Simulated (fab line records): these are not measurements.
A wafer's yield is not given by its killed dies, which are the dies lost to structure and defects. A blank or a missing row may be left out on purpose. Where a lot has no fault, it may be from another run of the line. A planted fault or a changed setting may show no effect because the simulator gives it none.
Struck lot and sound lot, side by side | flow n5-finfet | 15 out of 1938 route steps
Sound: the wafers L165.1, L165.3, L165.4. Struck: wafer L178.2 (left out: L178.3, L178.6 of the same lot, which were not struck); the cause appears at the end.
Order at every step that has rows: each side's tool, ch and its chambers, its first start. Under that, the readings that differ: sound wafers | struck wafers | difference of the means | sigmas: that difference in standard deviations of wafers without a fault.
alike: same words and numbers on both sides, and readings whose means sit less than 2 such deviations apart. not compared: any withheld reading, any reading some wafer has no value for, any bound like >300 that may hide the same value, and any number with overlapping values for which the record gives no deviation.
Wherever a step has rows on one side only, a row that says differs or no value, or a row with sigmas, the two part there. When numbers do not overlap yet have no deviation, they are printed without sigmas and do not part them. A reading missing from all wafers of one side parts the sides only when that side holds two or more wafers.

first, 1 step without rows for these wafers: N5_SD_EPI_P_SRD_25 (time 30 s).
N5_SD_EPI_P_INSPECT_26: inspects for defects (darkfield).
  sound on defect-inspect-01 at day 3 09:54; struck on defect-inspect-02 at day 6 23:46
  alike: raw-defect-count
N5_SD_ACTIVATION_RTA_00: time 0 s.
  sound on rtp-anneal-01 ch 0, day 3 10:04; struck on rtp-anneal-01 ch 0, day 6 23:57
  alike: lamp-power-pct, lamp_zone_6_pct, wafer_temp_C_max
N5_SD_ACTIVATION_LSA_01: time 0.0008 s.
  sound on laser-anneal-01 ch 0, day 3 10:16; struck on laser-anneal-02 ch 0, day 7 11:55
  alike: wafer_temp_C_max
N5_SD_ACTIVATION_RS_MEAS_03: uses a four-point probe to measure.
  sound on film-metro-02 at day 3 10:28; struck on film-metro-02 at day 7 12:07
  alike: RS_SD_N, RS_SD_P
N5_SD_ACTIVATION_INSPECT_02: inspects for defects (darkfield).
  sound on defect-inspect-01 at day 3 10:47; struck on defect-inspect-02 at day 7 12:25
  alike: raw-defect-count
N5_ILD0_LINER_00: material SiNx, target thk 4 nm, pulse time 1 s, purge time 2 s.
  sound on ald-sin-03 ch 0,1,2, day 3 10:49; struck on ald-sin-04 ch 2, day 7 12:28
  alike: heater-power-w, precursor-pulse-height-rel
then, 2 steps without rows for these wafers: N5_ILD0_FCVD_FILL_01 (material SiO2 flowable, target thk 200 nm, time 328.3 s); N5_ILD0_CURE_02 (time 1800 s).
N5_ILD0_CMP_03: polishes, stops on SiNx, t overpolish 1.9 s, target thk 197.38 nm.
  sound on cmp-04 ch 1,2,3, day 3 13:22; struck on cmp-04 ch 2, day 7 16:37
  alike: edge-zone-pressure-frac, head-pressure-psi, motor-current-A, overpolish-run-s, time-to-endpoint-s
N5_ILD0_THK_MEAS_04:
  sound on film-metro-02 at day 3 13:39; struck on film-metro-02 at day 7 16:55
  alike: thk-nm
N5_ILD0_CMP_07: polishes SiO2 flowable, stops on poly-Si, t overpolish 1.18 s, target thk 138.88 nm.
  sound on cmp-04 ch 1,2,3, day 3 13:41; struck on cmp-01 ch 2, day 7 16:57
  reading                 | sound             | struck | difference | sigmas
  head-pressure-psi (psi) | 4.145 4.151 4.157 | 4.687  | +0.536     | +61
  alike: edge-zone-pressure-frac, motor-current-A
N5_ILD0_THK_MEAS_08:
  sound on film-metro-02 at day 3 13:59; struck on film-metro-01 at day 7 17:14
  alike: thk-nm
-- the record jumps here: 4 days lie between the struck wafers' starts before and after (it left off in module ILD0 and takes up again in module BEOL_M4, whose first step shown is number 1111 of the route) --
N5_BEOL_M4_RC_MEAS_101:
  sound on prober-01 ch 0, day 8 10:00; struck on prober-02 ch 0, day 11 21:46
  alike: DIBL_N, DIBL_P, IOFF_N, IOFF_P, ION_N, ION_P, SS_N, SS_P, VT_N, VT_P
-- here the record skips 4 days between the struck wafers' starts before and after, leaving off in module BEOL_M4 and picking up in module PASSIVATION (first step shown: number 1936 of the route) --
N5_PASSIVATION_PROBE_49:
  sound on prober-02 at day 12 09:47; struck on prober-02 at day 16 00:34
  alike: defect-limited-yield, killed_at_M0_to_M3, killed_at_M4_up, killed-at-contacts, killed-at-front-end, killed-at-other, killed-dies, killed-on-rim, killed-open, killed-short, sort_bin_5_function, sort_bin_6_memory, sort-n-pass, sort-yield-pct

WHERE THEY PART
At N5_ILD0_CMP_07 and nowhere else, as far as this record goes. Later steps at which nothing parts them and some readings are alike: N5_ILD0_THK_MEAS_08, N5_BEOL_M4_RC_MEAS_101, N5_PASSIVATION_PROBE_49.

WHY: the cause the simulator had injected
cmp-01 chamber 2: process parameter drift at N5_ILD0_CMP_07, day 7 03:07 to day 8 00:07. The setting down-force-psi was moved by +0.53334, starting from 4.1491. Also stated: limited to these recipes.
